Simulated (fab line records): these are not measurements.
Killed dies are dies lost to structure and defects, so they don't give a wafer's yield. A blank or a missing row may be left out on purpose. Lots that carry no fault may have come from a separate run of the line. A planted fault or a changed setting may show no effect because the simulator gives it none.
fab line records + flow nand_harc
[record]
- lots = 5
- wafers = 15
- last_day = 26
route steps=1159 shown P_GATE@170 END@1159
lots untouched by any fault: they come from a run of this same line in which no faults occurred
start_h: hours from the record's opening day to when the first of the lot's shown wafers began + wait_h: how many hours have passed since the lot's step before this one + " identical to the entry in the row above + L1.1+2: a row that stands for several wafers + - value missing, or start not given + * or withheld: withheld + < > ~ a bound
route shown NAME@n: names a module that has steps shown in the file, with the first one's number in the route + usual: mean/standard deviation of fault-free wafers + same: alike in all rows + chamber/n: place in a boat + sites: readings site by site + _std_site: how widely they spread, as a standard deviation + _edge_site: inner sites' mean taken away from outer sites' mean + radius_mm: how far each site lies from the wafer's centre + mask NAME#n: copy n + behind: the most recent tool/chamber to have shaped the wafer + hold: reason for holding the lot/hours on hold/outcome of the hold + device: the transistor (n, p or np) that didn't switch + end of line: the same wafers' tests at the end of the route + step lacking rows: just its recipe + killed: count of dies lost to structure and defects at first sort (not the wafer's yield) + map: a wafer's dies, marking killed ones x, the rest . and places with no die _
set.NAME: the setting as run; set.NAME@STEP: as run at that earlier step + model.NAME: the simulator's own value behind a step, which no gauge read
a table for each step, a row for each wafer; lots at some steps of the route
services: the hour from which a tool's chamber was out of use, counted from the record's first day as start_h (under 0 if before that day), plus the number of hours and why
[[steps]]
[step NHARC_P_GATE_CD_MEAS_46]
[recipe]
- target_cd_nm = 720
- landing_energy_ev = 500
[usual]
- cd_nm = 720.1/2.5
| lot.wafer | tool      | chamber | start_h | wait_h | cd_nm |
|-----------|-----------|---------|---------|--------|-------|
| L741.1    | cd_sem-03 | 0       | 109.21  | -      | 719.5 |
| L741.2    | "         | 0       | "       | "      | 716.2 |
| L741.6    | "         | 0       | "       | "      | 718.2 |
| L745.1    | cd_sem-02 | 0       | 130.53  | -      | 723.3 |
| L745.5    | "         | 0       | "       | "      | 721.3 |
| L745.6    | "         | 0       | "       | "      | 721.4 |
| L749.2    | cd_sem-01 | 0       | 154.58  | -      | 718.5 |
| L749.4    | "         | 0       | "       | "      | 720.4 |
| L749.6    | "         | 0       | "       | "      | 719.7 |
| L762.1    | cd_sem-03 | 0       | 234.44  | -      | 717.2 |
| L762.2    | "         | 0       | "       | "      | 725.0 |
| L762.4    | "         | 0       | "       | "      | 717.2 |
| L763.3    | cd_sem-03 | 0       | 243.12  | -      | 717.4 |
| L763.4    | "         | 0       | "       | "      | 725.7 |
| L763.5    | "         | 0       | "       | "      | 719.4 |
[step NHARC_P_GATE_HARDBAKE_47]
[recipe]
- temp_c = 125
- time_s = 80
[step NHARC_P_GATE_DESCUM_48]
[recipe]
- time_s = 3
- o2_flow_sccm = 200
- ar_flow_sccm = 0
- bias_power_w = 0
- chemistry = O2
[usual]
- drypump_motor_current_A = 5.8/0.5
- oes_product_au = 0.997/0.0086
- rf_vpp_V = 57.9/0.89
- showerhead_plenum_p_Torr = 1.94/0.078
- throttle_valve_pct = 11.311/0.01
| lot.wafer | tool        | chamber | start_h | wait_h | drypump_motor_current_A | oes_product_au | rf_hours_counter_h | rf_vpp_V | showerhead_plenum_p_Torr | throttle_valve_pct |
|-----------|-------------|---------|---------|--------|-------------------------|----------------|--------------------|----------|--------------------------|--------------------|
| L741.2    | rie_diel-13 | 1       | 109.38  | -      | 5.2                     | 0.999          | 0                  | 59.4     | 1.96                     | 11.299             |
| L741.1    | "           | 3       | "       | "      | 6.2                     | 0.980          | 0                  | 56.7     | 2.00                     | 11.328             |
| L741.6    | "           | 2       | "       | "      | 6.0                     | 1.002          | -                  | 57.4     | 1.83                     | 11.319             |
| L745.1    | rie_diel-07 | 1       | 130.73  | -      | 4.7                     | 0.995          | 20                 | 57.5     | 1.88                     | 11.302             |
| L745.6    | "           | 2       | "       | "      | 6.0                     | 0.991          | -                  | 59.1     | 2.02                     | 11.318             |
| L745.5    | "           | 3       | "       | "      | 5.6                     | 1.014          | -                  | 58.9     | 2.07                     | 11.308             |
| L749.4    | rie_diel-13 | 3       | 154.79  | -      | 6.2                     | 0.999          | 10                 | 58.0     | 2.00                     | 11.313             |
| L749.2    | "           | 0       | "       | "      | 5.5                     | 0.999          | 11                 | 57.7     | 1.92                     | 11.322             |
| L749.6    | "           | 0       | "       | "      | 5.6                     | 0.995          | -                  | 57.3     | 1.93                     | 11.327             |
| L762.4    | rie_diel-11 | 3       | 234.60  | -      | 6.6                     | 1.005          | 14                 | 57.7     | 1.97                     | 11.313             |
| L762.1    | "           | 0       | "       | "      | 5.8                     | 0.997          | 14                 | 57.2     | 1.95                     | 11.313             |
| L762.2    | "           | 1       | "       | "      | 5.5                     | 0.989          | 12                 | 57.9     | 2.01                     | 11.296             |
| L763.3    | rie_diel-11 | 1       | 243.28  | -      | 5.5                     | 0.993          | 15                 | 57.2     | 2.01                     | 11.298             |
| L763.4    | "           | 2       | "       | "      | 5.5                     | 0.999          | 16                 | 57.1     | 1.78                     | 11.310             |
| L763.5    | "           | 1       | "       | "      | 5.5                     | 0.984          | -                  | 57.5     | 2.01                     | 11.334             |
[step NHARC_P_GATE_IMPLANT_49]
[recipe]
- energy_kev = 30
- dose_cm2 = 3e+15
- tilt_deg = 7
[step NHARC_P_GATE_STRIP_111]
[recipe]
- power_w = 1500
- temp_c = 110
- time_s = 250
- chemistry = N2/H2
[usual]
- drypump_motor_current_A = 5.9/0.39
- heater_power_w = 82/8.9
| lot.wafer | tool            | chamber | start_h | wait_h | drypump_motor_current_A | heater_power_w | rf_hours_counter_h |
|-----------|-----------------|---------|---------|--------|-------------------------|----------------|--------------------|
| L741.1    | plasma_asher-01 | 0       | 109.76  | 0.2    | 5.3                     | 86             | 1                  |
| L741.2    | "               | 1       | "       | "      | 5.9                     | 93             | 1                  |
| L741.6    | "               | 1       | "       | "      | 5.9                     | 92             | -                  |
| L745.1    | plasma_asher-02 | 0       | 131.96  | 1.1    | 6.2                     | 83             | 45                 |
| L745.5    | "               | 1       | "       | "      | 6.2                     | 70             | -                  |
| L745.6    | "               | 0       | "       | "      | 6.2                     | 82             | -                  |
| L749.2    | plasma_asher-02 | 0       | 155.86  | 0.9    | 6.2                     | 85             | 62                 |
| L749.4    | "               | 1       | "       | "      | 6.2                     | 71             | -                  |
| L749.6    | "               | 0       | "       | "      | 6.2                     | 82             | -                  |
| L762.1    | plasma_asher-01 | 1       | 234.96  | 0.2    | 5.9                     | 91             | 22                 |
| L762.2    | "               | 0       | "       | "      | 5.2                     | 88             | 22                 |
| L762.4    | "               | 1       | "       | "      | 5.9                     | 93             | -                  |
| L763.3    | plasma_asher-01 | 0       | 243.74  | 0.2    | 5.3                     | 87             | -                  |
| L763.4    | "               | 1       | "       | "      | 5.9                     | 93             | -                  |
| L763.5    | "               | 1       | "       | "      | 5.9                     | 94             | -                  |
[step NHARC_P_GATE_STRIP_75]
[recipe]
- power_w = 1500
- temp_c = 250
- chemistry = O2
[usual]
- drypump_motor_current_A = 5.9/0.39
- heater_power_w = 308/33
| lot.wafer | tool            | chamber | start_h | wait_h | drypump_motor_current_A | heater_power_w | rf_hours_counter_h |
|-----------|-----------------|---------|---------|--------|-------------------------|----------------|--------------------|
| L741.1    | plasma_asher-01 | 0       | 110.06  | 0.3    | 5.3                     | 322            | 1                  |
| L741.2    | "               | 1       | "       | "      | 5.9                     | 354            | 1                  |
| L741.6    | "               | 1       | "       | "      | 5.9                     | 345            | -                  |
| L745.1    | plasma_asher-02 | 0       | 132.22  | 0.2    | 6.2                     | 317            | 46                 |
| L745.5    | "               | 1       | "       | "      | 6.2                     | 257            | -                  |
| L745.6    | "               | 0       | "       | "      | 6.2                     | 311            | -                  |
| L749.2    | plasma_asher-02 | 0       | 156.12  | 0.2    | 6.2                     | 314            | 62                 |
| L749.4    | "               | 1       | "       | "      | 6.2                     | 256            | -                  |
| L749.6    | "               | 0       | "       | "      | 6.2                     | 321            | -                  |
| L762.1    | plasma_asher-01 | 1       | 235.26  | 0.2    | 6.0                     | 351            | 23                 |
| L762.2    | "               | 0       | "       | "      | 5.3                     | 324            | 23                 |
| L762.4    | "               | 1       | "       | "      | 5.9                     | 353            | -                  |
| L763.3    | plasma_asher-01 | 0       | 243.96  | 0.2    | 5.2                     | 314            | -                  |
| L763.4    | "               | 1       | "       | "      | 5.9                     | 354            | -                  |
| L763.5    | "               | 1       | "       | "      | 5.9                     | 349            | -                  |
[step NHARC_P_GATE_STRIP_50]
[recipe]
- time_s = 900
- temp_c = 130
- chemistry = SPM
[step NHARC_P_GATE_DEHYDRATE_51]
[recipe]
- temp_c = 150
- time_s = 120
[step NHARC_P_GATE_HMDS_52]
[recipe]
- time_s = 30
[step NHARC_P_GATE_COAT_53]
[recipe]
- spin_rpm = 3000
[step NHARC_P_GATE_SOFTBAKE_54]
[recipe]
- temp_c = 122
- time_s = 95
[step NHARC_P_GATE_EBR_55]
[step NHARC_P_GATE_EXPOSE_56]
[recipe]
- na = 0.6
- target_cd_nm = 720
- dose_mj = 14.81
- mask_id = P_PSD
[usual]
- stage_vel_mm_s = 500.03/0.27
[same]
- na = 0.6
| lot.wafer | tool           | chamber | start_h | wait_h | mask    | stage_vel_mm_s |
|-----------|----------------|---------|---------|--------|---------|----------------|
| L741.1    | krf_scanner-01 | 0       | 110.70  | -      | P_PSD#0 | 499.77         |
| L741.2    | "              | 0       | "       | "      | P_PSD#0 | 499.78         |
| L741.6    | "              | 0       | "       | "      | P_PSD#0 | 499.88         |
| L745.1    | krf_scanner-04 | 0       | 133.00  | -      | P_PSD#0 | 500.10         |
| L745.5    | "              | 0       | "       | "      | P_PSD#0 | 500.14         |
| L745.6    | "              | 0       | "       | "      | P_PSD#0 | 500.05         |
| L749.2    | krf_scanner-01 | 0       | 156.78  | -      | P_NSD#0 | 499.99         |
| L749.4    | "              | 0       | "       | "      | P_NSD#0 | 500.06         |
| L749.6    | "              | 0       | "       | "      | P_NSD#0 | 499.78         |
| L762.1    | krf_scanner-04 | 0       | 236.03  | -      | P_PSD#0 | 499.88         |
| L762.2    | "              | 0       | "       | "      | P_PSD#0 | 499.77         |
| L762.4    | "              | 0       | "       | "      | P_PSD#0 | 499.84         |
| L763.3    | krf_scanner-04 | 0       | 244.72  | -      | P_PSD#0 | 500.40         |
| L763.4    | "              | 0       | "       | "      | P_PSD#0 | 500.45         |
| L763.5    | "              | 0       | "       | "      | P_PSD#0 | 500.38         |
[step NHARC_P_GATE_PEB_57]
[recipe]
- peb_temp_c = 118
- peb_time_s = 85
[step NHARC_P_GATE_DEVELOP_58]
[recipe]
- time_s = 70
[step NHARC_P_GATE_CD_MEAS_59]
[recipe]
- target_cd_nm = 720
- landing_energy_ev = 500
[usual]
- cd_nm = 720.0/2.1
| lot.wafer | tool      | chamber | start_h | wait_h | cd_nm |
|-----------|-----------|---------|---------|--------|-------|
| L741.1    | cd_sem-01 | 0       | 110.85  | -      | 720.0 |
| L741.2    | "         | 0       | "       | "      | 722.7 |
| L741.6    | "         | 0       | "       | "      | 722.1 |
| L745.1    | cd_sem-03 | 0       | 133.15  | -      | 720.7 |
| L745.5    | "         | 0       | "       | "      | 724.1 |
| L745.6    | "         | 0       | "       | "      | 722.7 |
| L749.2    | cd_sem-03 | 0       | 156.93  | -      | -     |
| L749.4    | "         | 0       | "       | "      | -     |
| L749.6    | "         | 0       | "       | "      | -     |
| L762.1    | cd_sem-03 | 0       | 236.18  | -      | 723.2 |
| L762.2    | "         | 0       | "       | "      | 720.7 |
| L762.4    | "         | 0       | "       | "      | 721.2 |
| L763.3    | cd_sem-03 | 0       | 244.88  | -      | 723.9 |
| L763.4    | "         | 0       | "       | "      | 722.0 |
| L763.5    | "         | 0       | "       | "      | 721.9 |
[step NHARC_P_GATE_HARDBAKE_60]
[recipe]
- temp_c = 125
- time_s = 80
[step NHARC_END_SORT_01]
[recipe]
- temp_c = 25
[usual]
- killed_at_array = 27/12
- killed_at_other = 0.9/1.1
- killed_at_periphery = 3.2/2.4
- killed_dies = 31/12
- killed_open = 3.3/1.7
- killed_short = 2.0/1.6
[same]
- gross_dies = 677
| lot.wafer | tool      | chamber | start_h | wait_h | killed_at_array | killed_at_other | killed_at_periphery | killed_dies | killed_open | killed_short |
|-----------|-----------|---------|---------|--------|-----------------|-----------------|---------------------|-------------|-------------|--------------|
| L749.2    | prober-01 | 0       | 572.19  | 2.8    | 23              | 1               | 653                 | 677         | 2           | 1            |
| L749.4    | prober-01 | 0       | 573.76  | 3.3    | 21              | 4               | 652                 | 677         | 1           | 1            |
| L749.6    | prober-01 | 0       | 575.33  | 3.9    | 24              | 3               | 650                 | 677         | 4           | 1            |
// killed by level:class
L749.2 P_GATE:area_expose=651 A_CHANNEL_HOLE_D1:chamber_film_flake=20 P_M0:geometric_particle:open=1 P_M1:geometric_particle:open=1 A_BONDPAD:geometric_particle:short=1 A_STAIRCASE:chamber_film_flake=1 A_BLC:chamber_film_flake=1 THIN_TSV:chamber_film_flake=1
L749.4 P_GATE:area_expose=649 A_CHANNEL_HOLE_D1:chamber_film_flake=18 THIN_TSV:chamber_film_flake=4 A_STAIRCASE:chamber_film_flake=2 P_CONTACT:geometric_particle:short=1 P_CONTACT:geometric_particle:open=1 P_M1:chamber_film_flake=1 A_CONTACT:chamber_film_flake=1
L749.6 P_GATE:area_expose=648 A_CHANNEL_HOLE_D1:chamber_film_flake=17 A_STAIRCASE:chamber_film_flake=3 THIN_TSV:chamber_film_flake=3 P_CONTACT:geometric_particle:open=1 P_M0:geometric_particle:short=1 A_WL_FILL:geometric_particle:open=1 A_CONTACT:geometric_particle:open=1
// map L749.2 (x killed, . not)
____________x____________
_________xxxxxxx_________
_______xxxxxxxxxxx_______
______xxxxxxxxxxxxx______
_____xxxxxxxxxxxxxxx_____
____xxxxxxxxxxxxxxxxx____
____xxxxxxxxxxxxxxxxx____
___xxxxxxxxxxxxxxxxxxx___
___xxxxxxxxxxxxxxxxxxx___
__xxxxxxxxxxxxxxxxxxxxx__
__xxxxxxxxxxxxxxxxxxxxx__
_xxxxxxxxxxxxxxxxxxxxxxx_
_xxxxxxxxxxxxxxxxxxxxxxx_
_xxxxxxxxxxxxxxxxxxxxxxx_
_xxxxxxxxxxxxxxxxxxxxxxx_
_xxxxxxxxxxxxxxxxxxxxxxx_
xxxxxxxxxxxxxxxxxxxxxxxxx
xxxxxxxxxxxxxxxxxxxxxxxxx
xxxxxxxxxxxxxxxxxxxxxxxxx
xxxxxxxxxxxxxxxxxxxxxxxxx
xxxxxxxxxxxxxxxxxxxxxxxxx
_xxxxxxxxxxxxxxxxxxxxxxx_
_xxxxxxxxxxxxxxxxxxxxxxx_
_xxxxxxxxxxxxxxxxxxxxxxx_
_xxxxxxxxxxxxxxxxxxxxxxx_
_xxxxxxxxxxxxxxxxxxxxxxx_
__xxxxxxxxxxxxxxxxxxxxx__
__xxxxxxxxxxxxxxxxxxxxx__
___xxxxxxxxxxxxxxxxxxx___
___xxxxxxxxxxxxxxxxxxx___
____xxxxxxxxxxxxxxxxx____
____xxxxxxxxxxxxxxxxx____
_____xxxxxxxxxxxxxxx_____
______xxxxxxxxxxxxx______
_______xxxxxxxxxxx_______
_________xxxxxxx_________
____________x____________
// map L741.6 (x killed, . not)
____________.____________
_________..x...._________
_______..........._______
______..x...x......______
_____.....xx..x....._____
____......xxx.x......____
____....xx...........____
___......x.x.x........___
___...................___
__.....................__
__.........x..x........__
_...x..................._
_......................._
_.....x................._
_......................._
_......................._
................x........
.........................
....................x....
..................xx.....
..................x......
_......x................_
_.......x..............._
_..................xx..._
_.....x...xx............_
_....x..x..............._
__...x...x..x..........__
__....xxx.x............__
___...................___
___....x...........x..___
____.x...............____
____.................____
_____..............._____
______xx...........______
_______........x.._______
_________......._________
____________.____________
[[services]]
| tool            | chamber | start_h | hours | kind       |
|-----------------|---------|---------|-------|------------|
| rie_diel-13     | -       | 99.00   | 9.0   | pm         |
| plasma_asher-01 | -       | 99.24   | 9.0   | pm         |
| plasma_asher-01 | 0       | 99.24   | 9.0   | vent_cycle |
| plasma_asher-01 | 1       | 99.24   | 9.0   | vent_cycle |
| rie_diel-07     | 1       | 102.82  | 16.8  | repair     |
| plasma_asher-01 | 0       | 108.24  | -     | clean      |
| plasma_asher-01 | 1       | 108.24  | -     | clean      |
| plasma_asher-01 | -       | 115.53  | 62.5  | repair     |
| krf_scanner-04  | -       | 115.73  | 0.4   | repair     |
| krf_scanner-01  | -       | 122.99  | 0.6   | repair     |
| krf_scanner-04  | -       | 126.00  | 4.0   | pm         |
| rie_diel-11     | 3       | 174.31  | 11.6  | repair     |
| krf_scanner-01  | -       | 178.76  | 0.5   | repair     |
| rie_diel-11     | 1       | 181.20  | 9.2   | repair     |
| plasma_asher-02 | -       | 183.00  | 9.0   | pm         |
| plasma_asher-02 | 0       | 183.00  | 9.0   | vent_cycle |
| plasma_asher-02 | 1       | 183.00  | 9.0   | vent_cycle |
| rie_diel-11     | -       | 189.54  | 9.0   | pm         |
| plasma_asher-02 | 0       | 192.00  | -     | clean      |
| plasma_asher-02 | 1       | 192.00  | -     | clean      |
| rie_diel-07     | 3       | 199.25  | 7.7   | repair     |
| krf_scanner-01  | -       | 210.46  | 20.1  | repair     |
| rie_diel-13     | 0       | 225.81  | 19.4  | repair     |
| rie_diel-07     | -       | 228.26  | 9.0   | pm         |
[[key]]
[first_sign]
- step = NHARC_P_GATE_EXPOSE_56
- reading = mask
- direction = changed
[effect]
- step = NHARC_P_GATE_CD_MEAS_59
- reading = cd_nm
- direction = missing
[effect]
- step = NHARC_END_SORT_01
- reading = killed_at_periphery
- direction = up
- sigmas = 99+
- usual = 3.2
- struck = 651.7
[more_kills_born_at]
- NHARC_P_GATE_EXPOSE_56@krf_scanner-01 = 1948
met_at NHARC_P_GATE_EXPOSE_56
struck_wafers L749.2,L749.4,L749.6
later_rows_left_out L749.2,L749.4,L749.6
tester_left_out L749
onset_between 110.70 156.78
[fault]
- kind = wrong_mask
- tool = any
- chamber = -
- onset_h = 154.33
- steps = NHARC_P_GATE_EXPOSE_56
- aux_copy = P_NSD#0
- scope = struck_lots_only
// tester_left_out: of these lots the tester's yield and bins aren't shown, on N5 and GAA mostly nor the transistor test; their killed dies are dies lost to structure and defects alone, not to doping, threshold or leakage, so they don't give the yield
// later_rows_left_out: the simulator's readings of these wafers behind a module that went badly wrong aren't trusted and aren't shown, but for the sort
